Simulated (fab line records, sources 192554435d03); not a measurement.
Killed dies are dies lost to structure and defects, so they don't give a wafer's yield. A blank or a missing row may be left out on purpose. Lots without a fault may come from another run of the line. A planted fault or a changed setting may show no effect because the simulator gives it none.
Problem report in the 8D (eight disciplines) form, filled by code | flow n5_finfet | the parts of the form that need people (team, actions taken, sign-off) are left out

1. THE PROBLEM
run_length_s at N5_BEOL_M5_CO_CAP_78 reads a mean of 159.0 s on 2 wafers of 2 lots; wafers without a fault read 125.1 s with a standard deviation of 0.46. That is +74 standard deviations from the usual mean.
The step: material Co, precursor CCTBA/H2, target thk 2 nm, time 102.1 s.
First seen on wafer L876.4, day 11 10:41, on cvd_co-01. The record holds 16 wafers of 6 lots with a number at this step. Rule for "out", or "out of limits": more than 4 standard deviations from the usual mean. The other wafers with a number count as sound.

2. WHAT IT IS AND WHAT IT IS NOT
question                    | is                | is not
which readings at this step | run_length_s      | heater_power_w
which lots                  | L876, L877        | L870, L871, L886, L888
which wafers of those lots  | L876.4, L877.6    | L876.3, L877.2
read on which tools         | cvd_co-01         | cvd_co-02
when                        | from day 11 10:41 | up to then (7 sound wafers); but 7 sound wafers of L877, L886, L888 came after

3. SUSPECTS, AND WHAT RULES EACH OUT
Counting: a tool at a process step up to the reading stays a suspect if it ran every lot that is out. Sound lots after the first of them don't rule it out here, since some wafers of a struck lot are sound.
- pvd_sputter-03 at N5_BEOL_M5_ANNEAL_82 (time 1800 s): kept. It ran every lot that is out, first L876 (day 11 06:37); its last sound lot up to then is L870 (day 10 05:50).
- pvd_sputter-03 at N5_BEOL_M5_ANNEAL_84 (time 1800 s): kept. It ran every lot that is out, first L876 (day 11 07:42); its last sound lot up to then is L870 (day 10 06:55).
- pvd_sputter-03 at N5_BEOL_M5_ANNEAL_89 (time 1800 s): kept. It ran every lot that is out, first L876 (day 11 08:47); its last sound lot up to then is L870 (day 10 08:01).
- pvd_sputter-03 at N5_BEOL_M5_SPUTTER_90 (material Cu, target thk 4.5 nm, time 8.29 s): kept. It ran every lot that is out, first L876 (day 11 09:48); its last sound lot up to then is L870 (day 10 09:01).
- cmp-01 at N5_BEOL_M5_CMP_52 (polishes, stops on SiCOH lowk, t overpolish 6.9 s, target thk 62 nm): kept. It ran every lot that is out, first L876 (day 11 10:19).
- cvd_co-01 at N5_BEOL_M5_CO_CAP_78 (material Co, precursor CCTBA/H2, target thk 2 nm, time 102.1 s): kept. It ran every lot that is out, first L876 (day 11 10:41); its last sound lot up to then is L871 (day 10 16:55). Its own readings are out on those wafers: run_length_s.
- Within cmp-01 at N5_BEOL_M5_CMP_52: the wafers that are out ran in chambers 1, 2; their sound lot-mates ran in chambers 0, 3.
Left after counting: pvd_sputter-03 at N5_BEOL_M5_ANNEAL_82, pvd_sputter-03 at N5_BEOL_M5_ANNEAL_84, pvd_sputter-03 at N5_BEOL_M5_ANNEAL_89, pvd_sputter-03 at N5_BEOL_M5_SPUTTER_90, cmp-01 at N5_BEOL_M5_CMP_52, cvd_co-01 at N5_BEOL_M5_CO_CAP_78.

4. THE CAUSE (what the simulator had put in)
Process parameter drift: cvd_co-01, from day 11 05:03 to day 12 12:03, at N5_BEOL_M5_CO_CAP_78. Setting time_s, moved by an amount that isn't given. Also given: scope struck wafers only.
Counting left 6 suspects, and this tool is among them.

5. THE CHAIN OF EFFECTS, in route order
Each row: a reading whose mean over the struck wafers that have a number lies more than 3 standard deviations from the usual. Only readings for which the record gives a usual standard deviation are gone through. hours: the time from each lot's start at the first step in this table that gives one to its start at this step, as a median over the lots. sigmas: the change in usual standard deviations.
hours | step                 | reading      | usual   | on struck wafers | change | sigmas
0     | N5_BEOL_M5_CO_CAP_78 | run_length_s | 125.1 s | 159.0            | +33.9  | +74
The process steps in it:
- N5_BEOL_M5_CO_CAP_78: material Co, precursor CCTBA/H2, target thk 2 nm, time 102.1 s.

6. WHAT WOULD HAVE CAUGHT IT SOONER
In this record the first reading out of limits was taken at day 11 10:41, 6 hours after the fault began at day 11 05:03.
